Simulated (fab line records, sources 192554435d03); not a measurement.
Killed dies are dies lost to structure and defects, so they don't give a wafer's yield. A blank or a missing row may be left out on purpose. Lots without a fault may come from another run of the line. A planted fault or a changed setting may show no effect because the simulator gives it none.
A struck lot beside a sound one | flow n5_finfet | 40 steps out of a route of 1938
Sound: wafers L393.3, L393.4, L393.5. Struck: wafer L408.6. (L408.5 of the same lot was not struck and is left out.) The cause comes at the end.
At each step with rows: each side's tool, then ch and its chambers, then its first start. Under that, the readings that differ: sound wafers | struck wafers | difference of the means | sigmas: that difference in standard deviations of wafers without a fault.
alike: readings whose means differ by less than 2 such deviations, and words and numbers that are the same on both sides. not compared: withheld readings, readings that some wafer has no value for, bounds like >300 that may hide the same value, and numbers for which the record gives no deviation and whose values overlap.
The two part at a step that has a row with sigmas, a row that says differs or no value, or rows on one side only. Numbers that don't overlap but have no deviation are shown without sigmas and don't part them. A reading that every wafer of one side lacks parts them only if that side has two wafers or more.

first, 9 steps without rows for these wafers: N5_FIN_SAQP_COAT_50 (time 60 s, resist thk 35 nm); N5_FIN_SAQP_COAT_10 (resist thk 90 nm); N5_FIN_SAQP_EBR_12; N5_FIN_SAQP_SOFTBAKE_11 (time 60 s); N5_FIN_SAQP_EXPOSE_13 (exposes mask FIN CORE, target cd 35.6 nm); N5_FIN_SAQP_PEB_14 (peb time 60 s); N5_FIN_SAQP_DEVELOP_15 (develop time 30 s); N5_FIN_SAQP_DESCUM_21 (chemistry O2, time 7.9 s); N5_FIN_SAQP_ETCH_51 (etches SiARC in CF4, target depth 45.5 nm, time 75.8 s).
N5_FIN_SAQP_ETCH_52: etches SOC in N2/H2, target depth 100 nm, overetch 20 nm, time 150 s.
  sound on rie_diel-04 ch 0,1,2, day 2 04:08; struck on rie_diel-04 ch 2, day 5 22:56
  reading                                     | sound             | struck | difference | sigmas
  oes_product_au (a.u.)                       | 0.68 0.86 0.68    | 0.58   | -0.16      | -2
  model.etch.depth_nm (nm)                    | 100.8 100.7 100.9 | 79.09  | -21.71     |
  model.SiARC_of_FIN_SAQP_COAT_50.thk_nm (nm) | 28.98 29.2 29.34  | 31.25  | +2.08      |
  alike: drypump_motor_current_A, rf_vpp_V, showerhead_plenum_p_Torr, temp_c, throttle_valve_pct
  not compared: rf_hours_counter_h
then, 1 step without rows for these wafers: N5_FIN_SAQP_STRIP_53 (strips in N2/H2).
N5_FIN_SAQP_HM_OPEN_73: chemistry CHF3/O2, target SiO2, stops on a-Si, target depth 12 nm, time 16.8 s.
  sound on rie_diel-04 ch 0,1,2, day 2 04:15; struck on rie_diel-04 ch 2, day 5 23:01
  reading                                     | sound            | struck | difference | sigmas
  oes_product_au (a.u.)                       | 0.45 0.57 0.44   | 0.38   | -0.11      | -2
  model.SiARC_of_FIN_SAQP_COAT_50.thk_nm (nm) | 4.563 4.765 5.92 | 7.021  | +1.938     |
  alike: drypump_motor_current_A, oes_o_777_au, rf_vpp_V, showerhead_plenum_p_Torr, throttle_valve_pct
  not compared: rf_hours_counter_h
then, 1 step without rows for these wafers: N5_FIN_SAQP_STRIP_74 (strips in CHF3/O2).
N5_FIN_SAQP_MANDREL_ETCH_22: etches a-Si in HBr/Cl2, stops on SiNx, target depth 60 nm, bt time 10 s, time 30 s.
  sound on rie_si-03 ch 1,2,3, day 2 04:20; struck on rie_si-03 ch 1, day 5 23:07
  reading                | sound             | struck | difference | sigmas
  oes_product_au (a.u.)  | 0.757 0.780 0.779 | 0.351  | -0.421     | -32
  throttle_valve_pct (%) | 35.42 35.17 35.31 | 36.19  | +0.89      | +5
  alike: drypump_motor_current_A
  not compared: rf_hours_counter_h
then, 5 steps without rows for these wafers: N5_FIN_SAQP_STRIP_55 (strips in N2/H2); N5_FIN_SAQP_STRIP_23 (strips in SPM, time 750 s); N5_FIN_SAQP_SRD_66 (time 30 s); N5_FIN_SAQP_RECESS_75 (chemistry HF/NH3, target SiO2, target depth 14.4 nm, afs cycles 3, sublimation time 60 s); N5_FIN_SAQP_SPACER1_ALD_24 (deposits SiO2, target thk 20.3 nm, pulse time 1 s, purge time 2 s).
N5_FIN_SAQP_SPACER1_ETCHBACK_25: etches SiO2 in CHF3/O2, target depth 24.4 nm, time 12.2 s.
  sound on rie_diel-04 ch 1,3, day 2 06:13; struck on rie_diel-04 ch 0, day 6 00:44
  reading                | sound          | struck | difference | sigmas
  oes_product_au (a.u.)  | 0.73 0.95 0.96 | 0.27   | -0.61      | -7
  throttle_valve_pct (%) | 19.0 18.6 18.6 | 19.4   | +0.7       | +2
  alike: drypump_motor_current_A, oes_o_777_au, rf_vpp_V, showerhead_plenum_p_Torr
  not compared: rf_hours_counter_h
N5_FIN_SAQP_MANDREL1_REMOVE_56: chemistry HBr/Cl2/O2, target a-Si, stops on SiNx, bt time 10 s.
  sound on rie_si-05 ch 1,2,3, day 2 06:19; struck on rie_si-02 ch 1, day 6 00:50
  reading               | sound             | struck | difference | sigmas
  oes_product_au (a.u.) | 1.010 1.008 1.008 | 0.420  | -0.589     | -45
  alike: drypump_motor_current_A, oes_o_777_au, throttle_valve_pct
  not compared: rf_hours_counter_h
N5_FIN_SAQP_CD_MEAS_27: target cd 20 nm.
  sound on cd_sem-03 ch 0, day 2 06:25; struck on cd_sem-02 ch 0, day 6 00:55
  not compared: cd_nm
then, 15 steps without rows for these wafers: N5_FIN_SAQP_ETCH_57 (etches SiNx in CH3F/O2, target depth 32.5 nm, time 46.4 s); N5_FIN_SAQP_ETCH_65 (etches SiO2 in CF4, target depth 4 nm, time 4.4 s); N5_FIN_SAQP_MANDREL_ETCH_58 (etches a-Si in HBr/Cl2, stops on SiNx, target depth 45 nm, bt time 10 s, time 27 s); N5_FIN_SAQP_RECESS_63 (chemistry HF/NH3, target SiO2, target depth 18 nm, afs cycles 3, sublimation time 60 s); N5_FIN_SAQP_COAT_68 (time 60 s, resist thk 100 nm); N5_FIN_SAQP_ETCH_69 (etches SOC in N2/H2, stops on SiNx, target depth 150 nm); N5_FIN_SAQP_ETCH_67 (etches SiNx in CH3F/O2, target depth 30 nm); N5_FIN_SAQP_STRIP_70 (strips in N2/H2); N5_FIN_SAQP_RECESS_71 (chemistry HF/NH3, target SiO2, target depth 3 nm, afs cycles 1, sublimation time 60 s); N5_FIN_SAQP_SPACER2_ALD_28 (deposits SiO2, target thk 8.1 nm, pulse time 1 s, purge time 2 s); N5_FIN_SAQP_SPACER2_ETCHBACK_29 (etches SiO2 in CHF3/O2, target depth 12.2 nm, time 6.1 s); N5_FIN_SAQP_MANDREL2_REMOVE_60 (chemistry HBr/Cl2/O2, target a-Si, stops on SiNx, bt time 10 s); N5_FIN_SAQP_HM_OPEN_33 (chemistry CH3F/O2, target SiNx, target depth 49.4 nm, time 70.6 s); N5_FIN_SAQP_ETCH_34 (etches SiO2 in C4F6/O2, target depth 45 nm, time 15 s); N5_FIN_SAQP_STRIP_77 (strips in N2/H2, time 90 s).
N5_FIN_SAQP_INSPECT_40: inspects for defects (brightfield).
  sound on defect_inspect-01, day 2 08:44; struck on defect_inspect-01, day 6 04:01
  reading          | sound       | struck | difference | sigmas
  raw_defect_count | 229 266 249 | 975    | +727       | +9
N5_BEOL_M4_RC_MEAS_101:
  the record has rows for the sound wafers here (prober-01 ch 0, day 8 08:31) and none for the struck ones
-- the record jumps here: 11 days lie between the struck wafers' starts before and after (it left off in module BEOL_M4 and takes up again in module PASSIVATION, whose first step shown is number 1936 of the route) --
N5_PASSIVATION_PROBE_49:
  the record has rows for the struck wafers here (prober-02, day 16 20:54) and none for the sound ones

WHERE THEY PART
First at N5_FIN_SAQP_ETCH_52; last, within this record, at N5_PASSIVATION_PROBE_49.

WHY: what the simulator had put in
Process parameter drift: rie_diel-04, from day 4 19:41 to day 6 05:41, at N5_FIN_SAQP_ETCH_52. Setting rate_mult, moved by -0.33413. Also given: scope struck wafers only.
